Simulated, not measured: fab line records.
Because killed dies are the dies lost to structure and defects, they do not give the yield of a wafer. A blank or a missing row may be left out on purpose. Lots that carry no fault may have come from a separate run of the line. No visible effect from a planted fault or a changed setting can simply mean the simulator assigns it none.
Which tool did it? + flow n5Finfet + 11 lots with 33 wafers sampled at 4 steps, on a route of 1938 steps

## WHAT EACH GAUGE READ, for each wafer
N5_BEOL_M7_CD_MEAS_18: pitch 80 nm, target cd 40 nm.
| lot  | measured     | on       | cdNm (nm)      |
|------|--------------|----------|----------------|
| L075 | day 9 19:32  | cdSem-02 | 39.9 40.4 39.7 |
| L077 | day 10 14:20 | cdSem-02 | 40.9 39.4 39.2 |
| L078 | day 11 02:05 | cdSem-03 | 40.8 40.1 39.4 |
| L082 | day 11 11:08 | cdSem-03 | 40.8 40.8 40.7 |
| L083 | day 11 17:30 | cdSem-02 | 39.3 39.3 39.0 |
| L085 | day 12 09:55 | cdSem-01 | 40.2 41.8 41.2 |
| L090 | day 13 05:47 | cdSem-01 | 41.3 39.2 40.8 |
| L088 | day 13 14:46 | cdSem-01 | 39.5 40.0 39.4 |
| L092 | day 13 23:19 | cdSem-01 | 39.2 40.1 40.5 |
| L094 | day 14 20:02 | cdSem-03 | 41.5 40.2 40.2 |
| L095 | day 15 01:55 | cdSem-03 | 38.9 39.3 39.9 |

## EACH LOT AND THE TOOL THAT RAN IT (in order: tool; ch and the chambers of the sampled wafers; start)
| lot  | N5_BEOL_M6_CMP_52             | N5_BEOL_M7_ILD_DEP_00           | N5_BEOL_M7_STRIP_67               |
|------|-------------------------------|---------------------------------|-----------------------------------|
| L075 | cmp-02 ch 0,2,3, day 9 16:46  | pecvd-03 ch 0,2, day 9 17:14    | rieDiel-03 ch 0,3, day 9 19:19    |
| L077 | cmp-02 ch 0,2,3, day 10 10:17 | pecvd-04 ch 0,1, day 10 10:45   | rieDiel-06 ch 0,1,3, day 10 14:02 |
| L078 | cmp-02 ch 1,2, day 10 21:08   | pecvd-04 ch 0,1, day 10 21:37   | rieDiel-06 ch 1,2,3, day 11 01:40 |
| L082 | cmp-02 ch 1,2,3, day 11 06:03 | pecvd-02 ch 0,1, day 11 06:31   | rieDiel-04 ch 1,2,3, day 11 10:49 |
| L083 | cmp-01 ch 0,3, day 11 14:24   | pecvd-04 ch 0,1, day 11 14:51   | rieDiel-03 ch 1,3, day 11 17:16   |
| L085 | cmp-02 ch 0,1,2, day 12 07:20 | pecvd-04 ch 0,1,2, day 12 07:50 | rieDiel-04 ch 0,2,3, day 12 09:41 |
| L090 | cmp-01 ch 0,2, day 13 03:28   | pecvd-04 ch 0,1, day 13 03:55   | rieDiel-04 ch 1,2, day 13 05:34   |
| L088 | cmp-04 ch 0,1, day 13 12:25   | pecvd-02 ch 0,1,2, day 13 12:55 | rieDiel-03 ch 0,1, day 13 14:33   |
| L092 | cmp-01 ch 0,2,3, day 13 18:50 | pecvd-03 ch 0,1,2, day 13 19:20 | rieDiel-03 ch 0,1,3, day 13 23:05 |
| L094 | cmp-04 ch 1,3, day 14 15:47   | pecvd-04 ch 1,2, day 14 16:14   | rieDiel-04 ch 0,2,3, day 14 19:44 |
| L095 | cmp-02 ch 0,1,2, day 14 20:47 | pecvd-04 ch 1,2, day 14 21:10   | rieDiel-03 ch 0,3, day 15 01:41   |
- N5_BEOL_M6_CMP_52: polishes, stops on SiCOH lowk, t overpolish 6.9 s, target thk 80 nm.
- N5_BEOL_M7_ILD_DEP_00: deposits SiCOH lowk from DEMS/porogen, target thk 179.75 nm, time 33.4 s.
- N5_BEOL_M7_STRIP_67: strips in CF4.

## THE ANSWER, worked out from the rows above alone
Rule: the usual values come from the lots themselves. The widest of any qualifying gaps counts: lots, ordered by their means at a reading, are off when they make up no more than a third of the lots, leave a main group of 4 or more, and stand apart from it by 3 or more times the standard deviation of that group's means. A main group whose means are all the same, to the digits that the tables above print for the reading, isn't used. A lot without any number at a reading at which 4 lots or more have one is off too. All remaining lots with rows at the step are treated as sound.
No lot is off on any of the readings shown, so nothing can be concluded from this.

## WHAT THE SIMULATOR HAD PUT IN
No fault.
